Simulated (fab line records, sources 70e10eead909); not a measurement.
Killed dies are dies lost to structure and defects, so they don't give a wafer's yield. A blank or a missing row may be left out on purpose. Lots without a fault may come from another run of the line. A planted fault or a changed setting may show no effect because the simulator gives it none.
Chamber matching | flow nand_harc | NHARC_A_STAIRCASE_DEP_417 on pecvd-01: 3 sister chambers
The step deposits Si3N4, target thk 60 nm. 6 wafers are shown with their chamber, then 7 later ones without.

WAFERS WITH THEIR CHAMBER
wafer  | chamber | heater_power_w (W) | rf_fwd_power_W (W)
L082.3 | 0       | 601                | 449.3
L082.5 | 0       | 606                | 446.2
L084.4 | 1       | 676                | 450.0
L084.6 | 2       | 727                | 449.4
L090.1 | 2       | 705                | 450.7
L090.2 | 1       | 799                | 448.2

WAFERS WITHOUT THEIR CHAMBER
wafer  | heater_power_w (W) | rf_fwd_power_W (W)
L090.6 | 667                | 449.4
L094.3 | 783                | 449.4
L094.4 | 667                | 448.4
L094.5 | 786                | 448.8
L096.3 | 574                | 449.2
L096.5 | 573                | 448.3
L096.6 | 699                | 448.5

WHICH CHAMBER EACH WENT THROUGH
wafer  | from the rows above          | in truth
L090.6 | can't be placed: 2 or 1 or 0 | 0
L094.3 | can't be placed: 1 or 2      | 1
L094.4 | can't be placed: 0 or 2 or 1 | 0
L094.5 | can't be placed: 1 or 2      | 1
L096.3 | can't be placed: 0 or 2      | 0
L096.5 | 0                            | 0
L096.6 | can't be placed: 1 or 2 or 0 | 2
Placed correctly: 1 of 7. Can't be placed from these rows: 6 (the true chamber is among the candidates in 6). Placed wrongly: 0.
How it was worked out, from the rows above alone: a wafer's distance from a chamber is the root of the sum, over the readings, of the square of ((its reading less the chamber's mean) divided by the reading's scatter). The wafer belongs to the nearest chamber; if the next one is less than 2 further off, it can't be placed. A chamber's mean is the mean of its shown wafers. The scatter: the root of (the sum of the squares of (reading less its chamber's mean) over the shown wafers, divided by (wafers less chambers)).
